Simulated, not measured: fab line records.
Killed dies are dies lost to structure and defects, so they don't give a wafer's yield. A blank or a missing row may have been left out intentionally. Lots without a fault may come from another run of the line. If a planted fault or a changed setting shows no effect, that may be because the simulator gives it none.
Which tool was responsible? / flow n5Finfet / Sampling: 8 lots, 24 wafers, 2 of 1938 route steps

WHAT THE GAUGES READ, wafer by wafer
N5_BEOL_M0_CUTY_CD_MEAS_57: the cd target is 200 nm.
lot=L159; measured=day 5 15:18; on=cdSem-01; cdNm (nm)=199.9 200.1 201.1
lot=L162; measured=day 6 11:55; on=cdSem-01; cdNm (nm)=198.3 198.8 198.8
lot=L165; measured=day 7 10:26; on=cdSem-01; cdNm (nm)=201.2 201.0 199.7
lot=L174; measured=day 9 15:46; on=cdSem-01; cdNm (nm)=200.2 199.4 199.6
lot=L175; measured=day 9 17:43; on=cdSem-03; cdNm (nm)=206.4 203.4 204.6
lot=L176; measured=day 10 02:15; on=cdSem-01; cdNm (nm)=203.5 202.9 203.9
lot=L178; measured=day 10 11:22; on=cdSem-02; cdNm (nm)=199.5 198.3 198.7
lot=L181; measured=day 11 06:27; on=cdSem-01; cdNm (nm)=198.8 198.1 199.5

WHICH TOOL RAN EACH LOT (tool, then ch and the chambers of the sampled wafers, then the start)
lot=L159; N5_BEOL_M0_CUTY_EXPOSE_54=arfiScanner-03 ch 0, day 5 15:11
lot=L162; N5_BEOL_M0_CUTY_EXPOSE_54=arfiScanner-02 ch 0, day 6 11:48
lot=L165; N5_BEOL_M0_CUTY_EXPOSE_54=arfiScanner-01 ch 0, day 7 10:19
lot=L174; N5_BEOL_M0_CUTY_EXPOSE_54=arfiScanner-03 ch 0, day 9 15:39
lot=L175; N5_BEOL_M0_CUTY_EXPOSE_54=arfiScanner-03 ch 0, day 9 17:36
lot=L176; N5_BEOL_M0_CUTY_EXPOSE_54=arfiScanner-03 ch 0, day 10 02:08
lot=L178; N5_BEOL_M0_CUTY_EXPOSE_54=arfiScanner-02 ch 0, day 10 11:14
lot=L181; N5_BEOL_M0_CUTY_EXPOSE_54=arfiScanner-01 ch 0, day 11 06:20
- N5_BEOL_M0_CUTY_EXPOSE_54: exposes mask M0 ABLK.

THE ANSWER, worked out from the rows above alone
Rule: usual is defined by the lots themselves. The widest of any qualifying gaps counts: lots, ordered by their means at a reading, are off when they make up no more than a third of the lots, leave a main group of 4 or more, and stand apart from it by 3 or more times the standard deviation of that group's means. If all means in a main group match to the digits the tables above print for the reading, that group is not used. A lot without any number at a reading at which 4 lots or more have one is off too. All remaining lots with rows at the step are treated as sound.
Off: L175, L176 (N5_BEOL_M0_CUTY_CD_MEAS_57, cdNm). The main group: mean 199.5 nm, standard deviation 0.79.
If a tool, at a process step before that reading, ran all the lots that are off and no sound lot after the first of them, it fits. Gauges at N5_BEOL_M0_CUTY_CD_MEAS_57: tried the same way as those tools. One fits: N5_BEOL_M0_CUTY_EXPOSE_54 on arfiScanner-03. Its last sound lot is L174 (day 9 15:39), its first lot that is off L175 (day 9 17:36): a fault that began between those two fits.

WHAT THE SIMULATOR HAD INSERTED
Process parameters drifting: arfiScanner-03 at N5_BEOL_M0_CUTY_EXPOSE_54, beginning at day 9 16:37. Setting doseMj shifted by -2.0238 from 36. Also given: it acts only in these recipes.
Shown lots that were struck: L175, L176. The rule above found the same.
